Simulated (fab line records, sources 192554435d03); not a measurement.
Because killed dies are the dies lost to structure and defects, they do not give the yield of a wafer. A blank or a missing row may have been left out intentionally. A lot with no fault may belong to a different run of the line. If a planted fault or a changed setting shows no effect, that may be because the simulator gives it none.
Which of the tools did it? | flow n5Finfet | 12 lots (36 wafers sampled), 1 step of a 1938-step route

WHAT EACH GAUGE READ, for each wafer
N5_BEOL_M0_SAQP_OVL_MEAS_41.
lot  | measured     | on         | M0_CUT1_OVL (nm)
L075 | day 6 00:12  | overlay-01 | 0.3 -0.1 0.2
L078 | day 6 13:48  | overlay-01 | -0.3 -0.1 -0.1
L079 | day 6 20:56  | overlay-01 | 1.0 0.2 0.0
L081 | day 7 09:34  | overlay-01 | 0.4 0.8 0.7
L083 | day 7 23:11  | overlay-02 | 0.4 0.2 -0.2
L085 | day 8 09:23  | overlay-01 | -0.2 0.0 0.1
L086 | day 8 23:48  | overlay-01 | 0.4 -0.4 -1.2
L089 | day 9 15:33  | overlay-01 | 0.1 0.6 -0.1
L091 | day 9 23:23  | overlay-01 | -0.2 0.1 0.7
L093 | day 10 10:28 | overlay-02 | 0.9 0.1 1.7
L095 | day 10 17:05 | overlay-02 | -0.2 0.7 0.2
L097 | day 11 18:41 | overlay-01 | -0.2 0.2 0.8

WHAT TOOL EACH LOT RAN ON (gives the tool, then ch and the chambers of the sampled wafers, and finally the start)
There is no process step in the record ahead of these readings.

THE ANSWER, worked out from the rows above alone
Rule: usual is defined by the lots themselves. Put in order of their means at a reading, lots are off if they are a third of the lots or fewer, leave a main group of 4 or more, and stand apart from it by a gap of 3 or more times the standard deviation of the main group's means; of several such gaps the widest counts. Not used: any main group whose means are identical at the precision the tables above print for the reading. A lot without any number at a reading at which 4 lots or more have one is off too. The other lots that the step has rows for count as sound.
Across all readings shown, no lot is off: no conclusion can be drawn from this.

WHAT THE SIMULATOR HAD PUT IN
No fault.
